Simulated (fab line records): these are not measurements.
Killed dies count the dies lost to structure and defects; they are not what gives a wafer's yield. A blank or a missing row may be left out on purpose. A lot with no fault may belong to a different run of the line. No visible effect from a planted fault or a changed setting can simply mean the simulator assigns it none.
Chamber matching    flow n5-finfet    N5_BEOL_M1_STRIP_36 on rie-diel-04: 4 sister chambers
The step strips in N2/H2. 4 wafers are shown with their chamber, then 7 later ones without.

## WAFERS, EACH WITH ITS CHAMBER
wafer   chamber  showerhead-plenum-p-Torr (Torr)
L079.3  1        2.51
L082.6  0        2.67
L094.3  2        2.55
L094.5  3        2.48

## WAFERS WHOSE CHAMBER IS MISSING
wafer   showerhead-plenum-p-Torr (Torr)
L094.6  2.55
L095.3  2.50
L095.5  2.48
L095.6  2.66
L097.3  2.49
L097.4  2.66
L097.5  2.49

## EACH ONE'S CHAMBER
wafer   from the rows above      in truth
L094.6  2                        2
L095.3  can't be placed: 1 or 3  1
L095.5  3                        3
L095.6  0                        0
L097.3  can't be placed: 3 or 1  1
L097.4  0                        0
L097.5  can't be placed: 3 or 1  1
Placed correctly: 4 of 7. Cannot be placed on the basis of these rows: 3; the candidates contain the true chamber in 3. Number placed wrongly: 0.
How it was worked out, from the rows above alone: a wafer's distance from a chamber is the root of the sum, over the readings, of the square of ((its reading less the chamber's mean) divided by the reading's scatter). The wafer belongs to the nearest chamber; if the next one is less than 2 further off, it can't be placed. For every chamber, the mean is computed from those of its wafers that are shown. The scatter: with one shown wafer a chamber, the root of the mean of the squares of how far each hidden wafer lies from its nearest shown one.
